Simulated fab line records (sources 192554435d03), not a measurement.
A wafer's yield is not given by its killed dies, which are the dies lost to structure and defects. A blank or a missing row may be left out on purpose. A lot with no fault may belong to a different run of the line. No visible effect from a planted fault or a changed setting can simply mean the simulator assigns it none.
Chamber matching ; flow n5Finfet ; rieDiel-06 running N5_DUMMY_GATE_ETCH_36: 4 sister chambers
The step etches SiARC in CF4, target depth 13 nm. 18 wafers are shown with their chamber, then 9 later ones without.

## WAFERS PAIRED WITH THEIR CHAMBERS
wafer;chamber;showerheadPlenumPTorr (Torr);drypumpMotorCurrentA (A);oesProductAu (a.u.)
L074.2;1;2.05;6.24;0.76
L074.3;2;2.07;6.01;0.77
L074.5;3;2.29;5.41;0.90
L075.3;1;2.05;6.26;0.76
L075.4;2;2.07;6.03;0.78
L075.6;3;2.29;5.39;0.89
L077.1;0;2.25;5.90;0.77
L077.2;3;2.29;5.41;0.87
L077.5;2;2.07;6.01;0.77
L079.1;0;2.25;5.88;0.77
L079.2;2;2.07;6.03;0.77
L079.3;1;2.05;6.23;0.76
L082.1;0;2.25;5.88;0.77
L082.2;2;2.07;6.00;0.78
L082.5;0;2.25;5.89;0.77
L084.2;3;2.28;5.42;0.86
L084.4;1;2.05;6.24;0.77
L084.6;3;2.28;5.41;0.86

SIGNATURES, as means of the wafers listed above
reading;chamber 0;chamber 1;chamber 2;chamber 3;scatter within a chamber
showerheadPlenumPTorr;2.2500;2.0500;2.0700;2.2860;0.00293
drypumpMotorCurrentA;5.8875;6.2425;6.0160;5.4080;0.0118
oesProductAu;0.7700;0.7625;0.7740;0.8760;0.0104
Rule: a wafer's distance from a chamber is the root of the sum, over the readings, of the square of ((its reading less the chamber's mean) divided by the reading's scatter). The wafer belongs to the nearest chamber; if the next one is less than 2 further off, it can't be placed. The scatter: take each reading less its chamber's mean, square it, sum over the shown wafers, divide by the number of wafers less the number of chambers, and take the root.

## WAFERS WITH NO CHAMBER GIVEN
wafer;showerheadPlenumPTorr (Torr);drypumpMotorCurrentA (A);oesProductAu (a.u.)
L085.3;2.24;5.86;0.75
L085.5;2.28;5.39;0.86
L085.6;2.24;5.89;0.76
L086.1;2.28;5.41;0.85
L086.2;2.05;6.30;0.76
L086.4;2.06;6.03;0.76
L088.1;2.28;5.41;0.85
L088.2;2.06;6.03;0.76
L088.4;2.24;5.91;0.76

## THE CHAMBER EACH PASSED THROUGH
wafer;from the rows above;in truth
L085.3;0;0
L085.5;3;3
L085.6;0;0
L086.1;3;3
L086.2;1;1
L086.4;2;2
L088.1;3;3
L088.2;2;2
L088.4;0;0
Correctly placed: 9 of 9. Can't be placed from these rows: 0. 0 placed wrongly.
